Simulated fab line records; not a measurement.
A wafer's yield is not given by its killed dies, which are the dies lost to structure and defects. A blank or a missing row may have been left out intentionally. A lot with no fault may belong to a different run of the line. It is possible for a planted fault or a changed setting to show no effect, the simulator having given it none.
fab line records | flow nand-harc | part 2 of 2: steps 5 to 6 of 6
record lots=20 wafers=60 last-day=24
route steps=1159 shown A_CONTACT@865
lots that met no fault: taken from a fault-free run of the same line
start-h: the number of hours between the record's first day and the start of the first shown wafer of the lot | wait-h: hours from the lot's prior step to this one | " the same as in the row above | L1.1+2: a row that stands for several wafers | - either no value or no given start | * or withheld: withheld | < > ~ a bound
route shown NAME@n: names a module that has steps shown in the file, with the first one's number in the route | usual: the fault-free wafers' mean and standard deviation | same: alike in all rows | chamber/n: place in a boat | sites: per-site readings | _std_site: standard deviation across them | _edge_site: outer sites' mean less inner sites' | radius-mm: how far each site lies from the wafer's centre | mask NAME#n: copy n | behind: tool/chamber where the wafer was last shaped | hold: reason for holding the lot/hours on hold/outcome of the hold | device: the transistor (n, p or np) that didn't switch | end of line: tests run on the same wafers once the route is complete | a step without rows: its recipe alone | killed: the dies lost at the first sort to structure and to defects; this is not the yield of the wafer | map: dies across one wafer; x = killed, . = not, _ = none there
set.NAME: setting as actually run; set.NAME@STEP: the setting as run at that earlier step | model.NAME: the simulator's own value behind a step, which no gauge read
a sample of lots followed through the steps of the route, with each step as a table and each wafer as a row
services: when a tool's chamber went out of use (start-h, in hours from the record's first day, below 0 if earlier), for how many hours, and the reason
## steps
# step NHARC_A_CONTACT_ETCH_30
# recipe target-depth-a=605 time-s=30.2 cf4-flow-sccm=100 chf3-flow-sccm=30 ar-flow-sccm=0 rf-w=500 bias-w=200 chemistry=CF4/CHF3
# usual bias-w=200.0/0.6 chf3-flow-sccm=30.01/0.098 drypump-motor-current-A=5.8/0.46 mfc-ar-sccm=0.006/0.0098 oes-product-au=0.936/0.021 rf-vpp-V=369.2/2.3 showerhead-plenum-p-Torr=1.54/0.063 throttle-valve-pct=16.803/0.009
# same time-s=30.2
# columns lot.wafer tool chamber start-h wait-h bias-w chf3-flow-sccm drypump-motor-current-A mfc-ar-sccm oes-product-au rf-hours-counter-h rf-vpp-V showerhead-plenum-p-Torr throttle-valve-pct
L076.2 rie-diel-05 3 - - 199.0 30.02 5.7 0.019 0.924 9 371.2 1.63 16.808
L076.1 " 1 " " 200.9 30.09 5.2 0 0.927 8 367.2 1.48 16.799
L076.6 " 3 " " 198.9 29.96 5.7 0.019 0.910 - 372.0 1.63 16.805
L075.3 rie-diel-05 1 - - 201.2 29.96 5.2 0 0.913 10 367.7 1.48 16.805
L075.4 " 0 " " 199.1 29.97 5.9 0 0.926 11 367.2 1.47 16.793
L075.5 " 2 " " 200.0 30.05 6.6 0.004 0.921 - 368.3 1.50 16.801
L077.2 rie-diel-05 1 - - 200.1 30.05 5.2 0 0.913 10 366.1 1.48 16.812
L077.4 " 2 " " 199.6 30.16 6.7 0.004 0.929 10 369.2 1.50 16.791
L077.1 " 0 " " 199.8 30.02 5.9 0 0.927 11 366.6 1.47 16.807
L078.3 rie-diel-02 3 - - 199.6 30.09 5.9 0 0.987 19 372.1 1.60 16.797
L078.1 " 0 " " 199.4 29.89 6.4 0.009 0.989 20 367.0 1.47 16.816
L078.6 " 2 " " 200.3 30.00 5.4 0 0.978 - 372.1 1.63 16.813
L080.4 rie-diel-02 1 - - 200.5 30.31 6.0 0 0.929 29 368.8 1.56 16.813
L080.1 " 2 " " 200.5 29.97 5.4 0 0.938 27 371.7 1.63 16.794
L080.5 " 0 " " 199.4 30.01 6.4 0.009 0.932 - 366.4 1.47 16.801
L079.1 rie-diel-13 0 - - 200.1 29.99 5.1 0 0.929 49 369.0 1.49 16.807
L079.3 " 2 " " 200.3 30.18 5.7 0.002 0.917 51 367.8 1.50 16.814
L079.5 " 0 " " 200.9 30.00 5.1 0 0.925 - 366.1 1.49 16.790
L081.4 rie-diel-05 3 - - 199.5 29.96 5.7 0.019 0.909 17 374.8 1.63 16.794
L081.3 " 0 " " 201.2 29.95 5.9 0 0.927 17 366.0 1.47 16.799
L081.2 " 1 " " 200.1 30.09 5.2 0 0.914 16 367.2 1.48 16.803
L083.2 rie-diel-05 0 - - 199.3 30.01 5.8 0 0.931 19 367.3 1.47 16.804
L083.1 " 1 " " 200.7 30.07 5.2 0 0.924 17 368.1 1.48 16.793
L083.5 " 0 " " 200.2 30.03 5.8 0 0.929 - 367.9 1.47 16.795
L084.4 rie-diel-05 0 - - 200.5 29.96 5.9 0 0.922 22 368.2 1.47 16.813
L084.3 " 1 " " 200.1 29.94 5.2 0 0.928 20 367.0 1.48 16.808
L084.5 " 3 " " 200.0 29.89 5.6 0.019 0.919 - 372.4 1.63 16.807
L087.3 rie-diel-05 1 - - 201.0 30.01 5.2 0 0.928 21 367.6 1.48 16.813
L087.2 " 2 " " 199.7 30.04 6.6 0.004 0.931 21 367.6 1.49 16.815
L087.5 " 0 " " 199.8 29.99 5.8 0 0.930 - 367.7 1.47 16.796
L088.4 rie-diel-05 2 - - 200.1 30.12 6.7 0.004 0.925 21 369.2 1.49 16.805
L088.3 " 3 " " 199.6 30.04 5.7 0.019 0.912 24 373.9 1.63 16.790
L088.2 " 1 " " 199.8 29.89 5.2 0 0.927 22 366.1 1.48 16.804
L086.3 rie-diel-13 1 - - 199.7 29.95 5.6 0.030 0.980 0 369.6 1.57 16.790
L086.1 " 2 " " 200.1 30.10 5.7 0.002 0.961 0 367.2 1.50 16.805
L086.5 " 2 " " 199.9 30.05 5.7 0.002 0.959 - 367.4 1.50 16.795
L089.4 rie-diel-02 3 - - 200.8 30.14 5.9 0 0.940 46 370.6 1.59 16.805
L089.5 " 1 " " 200.1 30.03 6.0 0 0.916 - 370.9 1.56 16.796
L089.6 " 2 " " 199.8 30.00 5.4 0 0.937 - 372.2 1.63 16.788
L092.2 rie-diel-13 2 - - 199.9 30.05 5.6 0.002 0.941 8 368.0 1.50 16.819
L092.3 " 0 " " 200.0 29.93 5.1 0 0.990 7 368.1 1.49 16.793
L092.6 " 3 " " 198.5 29.98 5.7 0.000 0.955 - 370.8 1.58 16.802
L091.1 rie-diel-05 3 - - 201.5 30.16 5.6 0.019 0.907 30 372.9 1.63 16.824
L091.2 " 0 " " 200.1 29.84 5.9 0 0.925 30 366.8 1.47 16.805
L091.6 " 3 " " 201.0 29.97 5.6 0.019 0.905 - 372.4 1.63 16.815
L090.4 rie-diel-13 2 - - 200.2 30.05 5.6 0.002 0.965 9 367.0 1.50 16.810
L090.2 " 3 " " 199.4 29.99 5.7 0.000 0.936 10 369.9 1.58 16.812
L090.6 " 1 " " 200.2 30.06 5.6 0.030 0.960 - 369.5 1.57 16.816
L093.3 rie-diel-13 0 - - 199.3 29.97 5.1 0 0.934 11 368.2 1.49 16.796
L093.1 " 1 " " 199.9 30.12 5.6 0.030 0.938 10 370.8 1.56 16.801
L093.5 " 1 " " 200.2 30.09 5.6 0.030 0.934 - 370.7 1.56 16.804
L095.1 rie-diel-13 0 - - 200.2 30.10 5.1 0 0.924 22 368.0 1.48 16.802
L095.4 " 2 " " 200.2 30.01 5.6 0.002 0.912 23 365.9 1.49 16.797
L095.6 " 1 " " 200.2 29.87 5.6 0.030 0.941 - 370.1 1.56 16.800
L096.3 rie-diel-02 2 - - 200.2 29.76 5.4 0 0.955 2 371.3 1.62 16.801
L096.4 " 2 " " 200.2 29.86 5.4 0 0.955 - 371.6 1.62 16.806
L096.5 " 1 " " 200.0 30.07 5.9 0 0.939 - 370.3 1.55 16.783
L094.2 rie-diel-13 2 - - 200.7 30.10 5.6 0.002 0.917 25 368.5 1.49 16.809
L094.4 " 0 " " 199.5 30.00 5.1 0 0.932 24 367.4 1.48 16.812
L094.6 " 2 " " 199.9 29.98 5.6 0.002 0.913 - 367.8 1.49 16.812
# step NHARC_A_CONTACT_ETCH_31
# recipe target-depth-a=20000 over-etch-frac=0.3 time-s=520 ion-energy-ev=150 o2-flow-sccm=400 cos-flow-sccm=20 ar-flow-sccm=0 rf-w=500 bias-w=300 chemistry=O2/COS
# usual bias-w=299.8/0.85 drypump-motor-current-A=5.8/0.44 mfc-ar-sccm=0.005/0.0088 oes-product-au=0.998/0.011 rf-vpp-V=313.2/2 showerhead-plenum-p-Torr=3.05/0.13 throttle-valve-pct=28.330/0.0097
# same time-s=520
# columns lot.wafer tool chamber start-h wait-h bias-w drypump-motor-current-A mfc-ar-sccm oes-product-au rf-hours-counter-h rf-vpp-V showerhead-plenum-p-Torr throttle-valve-pct
L076.2 rie-diel-05 3 - - 297.6 5.7 0.019 0.978 9 317.9 3.24 28.323
L076.1 " 2 " " 299.5 6.7 0.004 0.997 8 312.7 2.97 28.326
L076.6 " 0 " " 299.9 5.8 0 1.005 - 310.8 2.93 28.333
L075.4 rie-diel-05 1 - - 299.9 5.2 0 1.001 10 310.7 2.94 28.331
L075.3 " 2 " " 299.6 6.7 0.004 1.009 10 312.2 2.97 28.323
L075.5 " 0 " " 300.2 5.9 0 1.008 - 309.4 2.92 28.344
L077.1 rie-diel-05 2 - - 298.9 6.6 0.004 0.996 10 311.5 2.97 28.333
L077.4 " 3 " " 299.8 5.7 0.019 0.989 11 315.0 3.24 28.338
L077.2 " 0 " " 299.5 5.9 0 1.004 11 311.0 2.93 28.324
L078.1 rie-diel-02 3 - - 299.8 5.9 0 1.011 19 314.6 3.17 28.356
L078.3 " 0 " " 300.0 6.4 0.009 1.004 20 310.8 2.91 28.334
L078.6 " 2 " " 300.4 5.4 0 1.002 - 315.8 3.24 28.328
L080.4 rie-diel-02 3 - - 298.5 5.9 0 1.021 26 314.9 3.17 28.337
L080.1 " 1 " " 299.1 6.0 0 0.998 29 313.9 3.10 28.339
L080.5 " 3 " " 298.3 5.9 0 1.016 - 314.2 3.17 28.304
L079.1 rie-diel-13 2 - - 300.7 5.7 0.002 0.999 51 312.7 2.98 28.326
L079.3 " 3 " " 299.5 5.7 0.000 1.014 50 314.6 3.14 28.339
L079.5 " 3 " " 299.1 5.7 0.000 1.013 - 313.3 3.14 28.334
L081.3 rie-diel-05 1 - - 299.9 5.2 0 0.997 16 311.6 2.94 28.331
L081.2 " 2 " " 299.6 6.7 0.004 1.001 15 311.7 2.97 28.335
L081.4 " 3 " " 299.6 5.7 0.019 0.985 17 315.9 3.24 28.328
L083.1 rie-diel-05 3 - - 299.9 5.7 0.019 0.980 19 315.6 3.24 28.310
L083.2 " 1 " " 300.7 5.2 0 0.988 18 313.0 2.94 28.335
L083.5 " 2 " " 299.8 6.7 0.004 0.987 - 313.6 2.97 28.338
L084.3 rie-diel-05 1 - - 300.1 5.2 0 1.005 20 311.0 2.93 28.324
L084.4 " 2 " " 298.9 6.7 0.004 0.987 20 311.5 2.97 28.322
L084.5 " 3 " " 299.4 5.7 0.019 0.998 - 315.2 3.23 28.328
L087.2 rie-diel-05 2 - - 297.6 6.7 0.004 0.992 21 312.5 2.96 28.326
L087.3 " 3 " " 298.5 5.7 0.019 0.992 23 315.9 3.23 28.343
L087.5 " 0 " " 300.9 5.8 0 1.001 - 311.1 2.92 28.319
L088.4 rie-diel-05 0 - - 300.3 5.9 0 0.998 24 311.1 2.92 28.332
L088.3 " 1 " " 300.8 5.3 0 0.996 22 310.6 2.93 28.332
L088.2 " 2 " " 299.6 6.7 0.004 0.993 22 310.6 2.96 28.333
L086.3 rie-diel-13 2 - - 299.2 5.7 0.002 0.984 0 311.3 2.98 28.324
L086.1 " 1 " " 299.3 5.6 0.030 0.996 0 313.1 3.11 28.326
L086.5 " 2 " " 299.2 5.7 0.002 0.983 - 314.0 2.98 28.340
L089.4 rie-diel-02 1 - - 297.5 5.9 0 0.978 47 314.7 3.09 28.329
L089.5 " 2 " " 300.3 5.4 0 1.013 - 315.6 3.23 28.325
L089.6 " 3 " " 299.3 5.9 0 1.012 - 313.2 3.16 28.314
L092.3 rie-diel-13 2 - - 301.3 5.7 0.002 0.988 8 311.2 2.97 28.315
L092.2 " 3 " " 300.3 5.7 0.000 0.990 8 314.6 3.13 28.316
L092.6 " 3 " " 300.9 5.7 0.000 0.992 - 316.1 3.13 28.321
L091.1 rie-diel-05 2 - - 298.3 6.7 0.004 0.989 27 311.1 2.96 28.344
L091.2 " 0 " " 298.4 5.9 0 0.999 31 311.4 2.92 28.331
L091.6 " 2 " " 299.3 6.6 0.004 0.994 - 313.7 2.96 28.319
L090.2 rie-diel-13 2 - - 299.5 5.7 0.002 0.989 9 311.9 2.97 28.323
L090.4 " 1 " " 299.3 5.6 0.030 1.003 8 314.6 3.10 28.337
L090.6 " 3 " " 301.4 5.7 0.000 0.977 - 314.8 3.13 28.326
L093.3 rie-diel-13 3 - - 299.6 5.8 0.000 0.982 12 313.7 3.13 28.318
L093.1 " 0 " " 300.1 5.1 0 1.013 11 310.8 2.95 28.336
L093.5 " 3 " " 300.2 5.7 0.000 0.977 - 312.8 3.13 28.317
L095.4 rie-diel-13 1 - - 300.3 5.6 0.030 1.008 22 312.5 3.10 28.336
L095.1 " 3 " " 299.4 5.7 0.000 0.981 23 314.4 3.13 28.343
L095.6 " 1 " " 299.8 5.6 0.030 1.011 - 313.7 3.10 28.322
L096.3 rie-diel-02 2 - - 300.7 5.4 0 1.026 2 314.7 3.22 28.328
L096.4 " 2 " " 301.5 5.4 0 1.020 - 315.8 3.22 28.332
L096.5 " 0 " " 301.0 6.4 0.009 0.999 - 318.5 3.37 28.319
L094.2 rie-diel-13 0 - - 298.9 5.1 0 1.003 24 312.1 2.94 28.331
L094.4 " 1 " " 298.8 5.6 0.030 1.016 24 314.9 3.10 28.340
L094.6 " 0 " " 298.6 5.1 0 1.008 - 311.4 2.94 28.324
## services
# columns tool chamber start-h hours kind
rie-diel-05 0 346.83 4.4 repair
rie-diel-05 1 349.60 - clean
rie-diel-05 2 349.60 - clean
rie-diel-05 3 349.60 - clean
rie-diel-05 2 358.94 1.9 repair
rie-diel-05 0 374.22 - clean
rie-diel-05 1 374.22 - clean
rie-diel-05 2 374.22 - clean
rie-diel-05 3 374.22 - clean
rie-diel-02 - 392.47 0.8 repair
har-cap-etch-03 - 394.48 0.3 repair
har-cap-etch-01 - 396.31 0.3 repair
rie-diel-05 0 398.72 - clean
rie-diel-05 1 398.72 - clean
rie-diel-05 2 398.72 - clean
rie-diel-05 3 398.72 - clean
har-cap-etch-02 - 401.84 1.0 repair
rie-diel-13 1 404.80 1.4 repair
rie-diel-05 0 423.22 - clean
rie-diel-13 - 453.05 9.0 pm
rie-diel-02 - 504.89 9.0 pm
rie-diel-05 - 517.60 9.0 pm
rie-diel-02 3 518.70 3.7 repair
har-cap-etch-01 - 518.88 7.5 repair
